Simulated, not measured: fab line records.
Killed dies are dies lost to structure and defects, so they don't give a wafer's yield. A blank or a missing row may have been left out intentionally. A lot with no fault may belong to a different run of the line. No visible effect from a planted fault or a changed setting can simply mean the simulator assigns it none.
Chamber matching | flow nand_harc | 4 sister chambers for NHARC_A_M0_ETCH_34 on rie_diel-02
The step etches the open film in N2/H2, target depth 40 nm, overetch 12 nm, time 43.94 s. 4 wafers are shown with their chamber, then 12 later ones without.

WAFERS PAIRED WITH THEIR CHAMBERS
wafer  | chamber | drypump_motor_current_A (A)
L088.1 | 3       | 6.0
L090.3 | 0       | 5.6
L090.4 | 1       | 6.0
L090.6 | 2       | 6.1

WAFERS MISSING THEIR CHAMBER
wafer  | drypump_motor_current_A (A)
L093.3 | 5.6
L093.4 | 6.0
L093.5 | 6.1
L094.1 | 5.6
L094.2 | 6.0
L094.5 | 6.0
L096.2 | 5.7
L096.3 | 6.0
L096.5 | 6.0
L097.3 | 6.0
L097.4 | 6.0
L097.5 | 6.0

THE CHAMBER EACH PASSED THROUGH
wafer  | from the rows above     | in truth
L093.3 | 0                       | 0
L093.4 | can't be placed: 1 or 3 | 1
L093.5 | 2                       | 2
L094.1 | 0                       | 0
L094.2 | can't be placed: 1 or 3 | 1
L094.5 | can't be placed: 1 or 3 | 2
L096.2 | 0                       | 0
L096.3 | can't be placed: 1 or 3 | 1
L096.5 | can't be placed: 1 or 3 | 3
L097.3 | can't be placed: 1 or 3 | 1
L097.4 | can't be placed: 1 or 3 | 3
L097.5 | can't be placed: 1 or 3 | 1
Correctly placed: 4 of 12. These rows do not allow placing 8 (true chamber among the candidates in 7). 0 placed wrongly.
How it was worked out, from the rows above alone: a wafer's distance from a chamber is the root of the sum, over the readings, of the square of ((its reading less the chamber's mean) divided by the reading's scatter). The wafer belongs to the nearest chamber; if the next one is less than 2 further off, it can't be placed. Each chamber's mean is taken over the wafers shown for it. The scatter: with one shown wafer a chamber, the root of the mean of the squares of how far each hidden wafer lies from its nearest shown one.
